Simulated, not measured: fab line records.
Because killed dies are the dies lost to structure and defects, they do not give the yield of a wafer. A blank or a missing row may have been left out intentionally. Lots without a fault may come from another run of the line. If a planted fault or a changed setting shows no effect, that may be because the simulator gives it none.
Chamber matching + flow n5-finfet + N5_GATE_CUT_HM_OPEN_40 on rie-diel-03: 4 sister chambers
The step chemistry C4F6/O2, target SiO2, target depth 139 nm, time 85.1 s. 33 wafers are shown with their chamber, then 12 later ones without.

EACH WAFER AND ITS CHAMBER
| wafer  | chamber | showerhead-plenum-p-Torr (Torr) | rf-vpp-V (V) | throttle-valve-pct (%) |
|--------|---------|---------------------------------|--------------|------------------------|
| L075.2 | 0       | 2.97                            | 679          | 21.25                  |
| L075.5 | 1       | 2.73                            | 655          | 21.28                  |
| L075.6 | 0       | 2.97                            | 681          | 21.24                  |
| L076.1 | 0       | 2.97                            | 680          | 21.26                  |
| L076.4 | 1       | 2.73                            | 654          | 21.29                  |
| L076.6 | 1       | 2.73                            | 656          | 21.29                  |
| L078.3 | 2       | 2.94                            | 712          | 21.02                  |
| L078.4 | 0       | 2.96                            | 680          | 21.25                  |
| L078.6 | 1       | 2.73                            | 657          | 21.29                  |
| L079.1 | 2       | 2.94                            | 713          | 21.03                  |
| L079.4 | 3       | 2.79                            | 657          | 20.74                  |
| L079.6 | 1       | 2.73                            | 655          | 21.28                  |
| L080.1 | 3       | 2.79                            | 658          | 20.74                  |
| L080.2 | 2       | 2.94                            | 715          | 21.02                  |
| L080.3 | 0       | 2.96                            | 680          | 21.27                  |
| L082.2 | 3       | 2.79                            | 658          | 20.73                  |
| L082.3 | 1       | 2.73                            | 655          | 21.31                  |
| L082.6 | 0       | 2.96                            | 680          | 21.26                  |
| L084.1 | 3       | 2.79                            | 656          | 20.74                  |
| L084.2 | 0       | 2.96                            | 680          | 21.28                  |
| L084.5 | 0       | 2.96                            | 682          | 21.27                  |
| L085.4 | 3       | 2.79                            | 655          | 20.74                  |
| L085.5 | 0       | 2.96                            | 680          | 21.26                  |
| L085.6 | 2       | 2.93                            | 713          | 21.05                  |
| L086.2 | 0       | 2.96                            | 681          | 21.27                  |
| L086.4 | 3       | 2.79                            | 657          | 20.74                  |
| L086.6 | 0       | 2.96                            | 680          | 21.29                  |
| L087.1 | 3       | 2.79                            | 657          | 20.75                  |
| L087.2 | 0       | 2.96                            | 680          | 21.28                  |
| L087.3 | 2       | 2.93                            | 714          | 21.06                  |
| L089.1 | 0       | 2.95                            | 680          | 21.28                  |
| L089.3 | 2       | 2.93                            | 714          | 21.05                  |
| L089.4 | 1       | 2.72                            | 656          | 21.30                  |

SIGNATURES (means of the wafers above)
| reading                  | chamber 0 | chamber 1 | chamber 2 | chamber 3 | scatter within a chamber |
|--------------------------|-----------|-----------|-----------|-----------|--------------------------|
| showerhead-plenum-p-Torr | 2.9615    | 2.7286    | 2.9350    | 2.7900    | 0.00457                  |
| rf-vpp-V                 | 680.23    | 655.43    | 713.50    | 656.86    | 0.917                    |
| throttle-valve-pct       | 21.2662   | 21.2914   | 21.0383   | 20.7400   | 0.013                    |
Rule: for each reading, subtract the chamber's mean from the wafer's reading, divide by that reading's scatter and square the result; add these up over the readings and take the root, which gives the wafer's distance from the chamber. If the next closest chamber is less than 2 further off than the closest, the wafer can't be placed; otherwise it belongs to the closest. The scatter: the root of (the sum of the squares of (reading less its chamber's mean) over the shown wafers, divided by (wafers less chambers)).

WAFERS WITH NO CHAMBER GIVEN
| wafer  | showerhead-plenum-p-Torr (Torr) | rf-vpp-V (V) | throttle-valve-pct (%) |
|--------|---------------------------------|--------------|------------------------|
| L090.2 | 2.72                            | 656          | 21.30                  |
| L090.3 | 2.95                            | 678          | 21.29                  |
| L090.5 | 2.72                            | 656          | 21.33                  |
| L093.1 | 2.95                            | 679          | 21.30                  |
| L093.4 | 2.72                            | 656          | 21.31                  |
| L093.6 | 2.93                            | 714          | 21.06                  |
| L094.1 | 2.95                            | 680          | 21.30                  |
| L094.2 | 2.72                            | 657          | 21.31                  |
| L094.3 | 2.93                            | 713          | 21.07                  |
| L097.2 | 2.92                            | 714          | 21.08                  |
| L097.4 | 2.95                            | 681          | 21.29                  |
| L097.5 | 2.72                            | 656          | 21.34                  |

THE CHAMBER EACH PASSED THROUGH
| wafer  | from the rows above | in truth |
|--------|---------------------|----------|
| L090.2 | 1                   | 1        |
| L090.3 | 0                   | 0        |
| L090.5 | 1                   | 1        |
| L093.1 | 0                   | 0        |
| L093.4 | 1                   | 1        |
| L093.6 | 2                   | 2        |
| L094.1 | 0                   | 0        |
| L094.2 | 1                   | 1        |
| L094.3 | 2                   | 2        |
| L097.2 | 2                   | 2        |
| L097.4 | 0                   | 0        |
| L097.5 | 1                   | 1        |
Placed correctly: 12 of 12. Can't be placed from these rows: 0. Placed wrongly: 0.
